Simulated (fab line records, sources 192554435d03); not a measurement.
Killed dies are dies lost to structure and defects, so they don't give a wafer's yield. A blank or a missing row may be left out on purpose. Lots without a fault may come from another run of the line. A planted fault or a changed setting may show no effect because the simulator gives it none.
Chamber matching | flow n5_finfet | N5_BEOL_M14_STRIP_37 on rie_diel-01: 4 sister chambers
The step strips in O2. 4 wafers are shown with their chamber, then 7 later ones without.

WAFERS WITH THEIR CHAMBER
wafer  | chamber | drypump_motor_current_A (A)
L079.1 | 3       | 5.8
L079.2 | 1       | 4.8
L079.3 | 0       | 5.3
L096.4 | 2       | 5.5

WAFERS WITHOUT THEIR CHAMBER
wafer  | drypump_motor_current_A (A)
L096.6 | 4.9
L095.1 | 5.8
L095.2 | 5.3
L095.3 | 4.9
L095.4 | 5.3
L095.5 | 5.8
L095.6 | 4.9

WHICH CHAMBER EACH WENT THROUGH
wafer  | from the rows above | in truth
L096.6 | 1                   | 1
L095.1 | 3                   | 3
L095.2 | 0                   | 0
L095.3 | 1                   | 1
L095.4 | 0                   | 0
L095.5 | 3                   | 3
L095.6 | 1                   | 1
Placed correctly: 7 of 7. Can't be placed from these rows: 0. Placed wrongly: 0.
How it was worked out, from the rows above alone: a wafer's distance from a chamber is the root of the sum, over the readings, of the square of ((its reading less the chamber's mean) divided by the reading's scatter). The wafer belongs to the nearest chamber; if the next one is less than 2 further off, it can't be placed. A chamber's mean is the mean of its shown wafers. The scatter: with one shown wafer a chamber, the root of the mean of the squares of how far each hidden wafer lies from its nearest shown one.
